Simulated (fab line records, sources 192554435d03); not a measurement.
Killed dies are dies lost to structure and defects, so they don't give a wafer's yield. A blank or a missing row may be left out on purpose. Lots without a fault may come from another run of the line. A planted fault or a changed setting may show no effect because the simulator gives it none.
Problem report in the 8D (eight disciplines) form, filled by code | flow n5_finfet | the parts of the form that need people (team, actions taken, sign-off) are left out

1. THE PROBLEM
overpolish_run_s at N5_BEOL_M6_CMP_52 reads a mean of 0.770 s on 3 wafers of 3 lots; wafers without a fault read 6.901 s with a standard deviation of 0.0093. That is -99 or more standard deviations from the usual mean.
The step: polishes, stops on SiCOH lowk, t overpolish 6.9 s, target thk 80 nm.
First seen on wafer L877.5, day 12 04:30, on cmp-04. The record holds 28 wafers of 10 lots with a number at this step. Rule for "out", or "out of limits": more than 4 standard deviations from the usual mean. The other wafers with a number count as sound.

2. WHAT IT IS AND WHAT IT IS NOT
question                    | is                                         | is not
which readings at this step | overpolish_run_s, barrier_field_endpoint_s | -
which lots                  | L877, L879, L880                           | L868, L869, L870, L874, L883, L884, L886
which wafers of those lots  | L877.5, L879.5, L880.4                     | L877.2, L879.2, L879.6, L880.3
read on which tools         | cmp-03, cmp-04                             | cmp-01
when                        | from day 12 04:30                          | up to then (13 sound wafers); but 12 sound wafers of L879, L880, L883, L884, L886 came after

3. SUSPECTS, AND WHAT RULES EACH OUT
Counting: a tool at a process step up to the reading stays a suspect if it ran every lot that is out. Sound lots after the first of them don't rule it out here, since some wafers of a struck lot are sound.
- pecvd-04 at N5_BEOL_M6_PECVD_70 (deposits SiO2 from TEOS/O2, target thk 20 nm, time 22.7 s): kept. It ran every lot that is out, first L877 (day 11 22:00); its last sound lot up to then is L868 (day 9 20:31).
Left after counting: pecvd-04 at N5_BEOL_M6_PECVD_70.

4. THE CAUSE (what the simulator had put in)
Process parameter drift: pecvd-04, from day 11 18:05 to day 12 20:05, at N5_BEOL_M6_PECVD_70. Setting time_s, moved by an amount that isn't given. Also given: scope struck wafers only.
Counting left only this tool.

5. THE CHAIN OF EFFECTS, in route order
Each row: a reading whose mean over the struck wafers that have a number lies more than 3 standard deviations from the usual. Only readings for which the record gives a usual standard deviation are gone through. hours: the time from each lot's start at the first step in this table that gives one to its start at this step, as a median over the lots. sigmas: the change in usual standard deviations.
hours | step              | reading                  | usual   | on struck wafers | change | sigmas
0     | N5_BEOL_M6_CMP_52 | barrier_field_endpoint_s | 28.9 s  | 45.9             | +17.0  | +22
0     | N5_BEOL_M6_CMP_52 | overpolish_run_s         | 6.901 s | 0.770            | -6.131 | -99 or more
The process steps in it:
- N5_BEOL_M6_CMP_52: polishes, stops on SiCOH lowk, t overpolish 6.9 s, target thk 80 nm.

6. WHAT WOULD HAVE CAUGHT IT SOONER
In this record the first reading out of limits was taken at day 12 04:30, 10 hours after the fault began at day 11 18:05.
Of the tool readings at N5_BEOL_M6_PECVD_70 for which the record gives a usual standard deviation, none was out on any struck wafer, so an alarm limit of 4 standard deviations on them would not have fired.
Of the lots that are out (3), L879, L880 began N5_BEOL_M6_PECVD_70 on pecvd-04 after day 12 04:30. A hold on the tool at that time would have spared those 2.
